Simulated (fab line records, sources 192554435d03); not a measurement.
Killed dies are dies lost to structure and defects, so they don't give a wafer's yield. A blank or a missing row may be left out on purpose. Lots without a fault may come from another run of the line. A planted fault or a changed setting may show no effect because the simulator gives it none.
Chamber matching | flow n5_finfet | N5_MOL_CONTACT_COAG_ETCH_59 on rie_diel-06: 4 sister chambers
The step etches underlayer in N2/H2, target depth 13 nm, time 10.4 s. 4 wafers are shown with their chamber, then 8 later ones without.

WAFERS WITH THEIR CHAMBER
wafer  | chamber | showerhead_plenum_p_Torr (Torr)
L846.4 | 1       | 2.41
L856.4 | 2       | 2.43
L856.6 | 3       | 2.70
L860.2 | 0       | 2.51

WAFERS WITHOUT THEIR CHAMBER
wafer  | showerhead_plenum_p_Torr (Torr)
L860.3 | 2.70
L860.5 | 2.51
L861.1 | 2.72
L861.4 | 2.69
L861.6 | 2.72
L864.3 | 2.51
L864.4 | 2.71
L864.5 | 2.51

WHICH CHAMBER EACH WENT THROUGH
wafer  | from the rows above | in truth
L860.3 | 3                   | 3
L860.5 | 0                   | 0
L861.1 | 3                   | 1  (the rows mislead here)
L861.4 | 3                   | 3
L861.6 | 3                   | 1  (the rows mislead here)
L864.3 | 0                   | 0
L864.4 | 3                   | 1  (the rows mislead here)
L864.5 | 0                   | 0
Placed correctly: 5 of 8. Can't be placed from these rows: 0. Placed wrongly: 3.
How it was worked out, from the rows above alone: a wafer's distance from a chamber is the root of the sum, over the readings, of the square of ((its reading less the chamber's mean) divided by the reading's scatter). The wafer belongs to the nearest chamber; if the next one is less than 2 further off, it can't be placed. A chamber's mean is the mean of its shown wafers. The scatter: with one shown wafer a chamber, the root of the mean of the squares of how far each hidden wafer lies from its nearest shown one.
